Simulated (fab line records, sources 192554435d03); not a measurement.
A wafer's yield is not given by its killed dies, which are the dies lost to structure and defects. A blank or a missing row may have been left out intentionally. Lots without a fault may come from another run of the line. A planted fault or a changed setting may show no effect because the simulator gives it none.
Which tool was responsible?	flow n5_finfet	route of 1938 steps, sampled at 1 step: 11 lots, 33 wafers

## WHAT THE GAUGES READ, wafer by wafer
N5_FIN_CUT_OVL_MEAS_09. Usual: FIN_CUT_OVL typically reads 0.0 nm, with standard deviation 0.57.
lot	measured	on	FIN_CUT_OVL (nm)	flag
L222	day 2 04:21	overlay-01	1.2 0.5 0.0	
L224	day 2 18:37	overlay-01	-0.7 0.7 0.8	
L225	day 2 22:08	overlay-02	0.2 0.5 -0.6	
L227	day 3 09:25	overlay-02	0.1 0.2 0.0	
L229	day 3 21:46	overlay-02	0.0 0.3 -0.2	
L232	day 4 17:58	overlay-01	-0.5 -1.6 -1.6	
L234	day 5 04:47	overlay-01	0.4 -0.5 0.4	
L235	day 5 13:49	overlay-02	-0.8 -0.5 -0.9	
L242	day 7 04:52	overlay-02	0.1 0.9 -0.1	
L243	day 7 11:02	overlay-01	0.9 1.0 0.3	
L245	day 7 21:31	overlay-01	0.0 0.2 -0.1	

## WHICH TOOL RAN EACH LOT (tool, then ch and the chambers of the sampled wafers, then the start)
The record holds no process step before these readings.

## WHAT THE TOOLS THEMSELVES READ (means of the sampled wafers that have a number; where no wafer has one, the mark that the record gives instead)
The record holds no such reading with a usual standard deviation.

## THE ANSWER, worked out from the rows above alone
Rule: a lot is off if the mean of its wafers that have a number lies more than 3 standard deviations from the usual mean. A lot without any number at a reading at which 4 lots or more have one is off too. All remaining lots with rows at the step are treated as sound. First the gauges in route order, then the tools' own readings, where a lot's mean is used as printed above. The first step at which some lot is off is used, and at that step the reading that is off furthest; a lot without a number counts as furthest.
No lot is off on any of the readings shown, so nothing can be concluded from this.

## WHAT WAS PUT IN BY THE SIMULATOR
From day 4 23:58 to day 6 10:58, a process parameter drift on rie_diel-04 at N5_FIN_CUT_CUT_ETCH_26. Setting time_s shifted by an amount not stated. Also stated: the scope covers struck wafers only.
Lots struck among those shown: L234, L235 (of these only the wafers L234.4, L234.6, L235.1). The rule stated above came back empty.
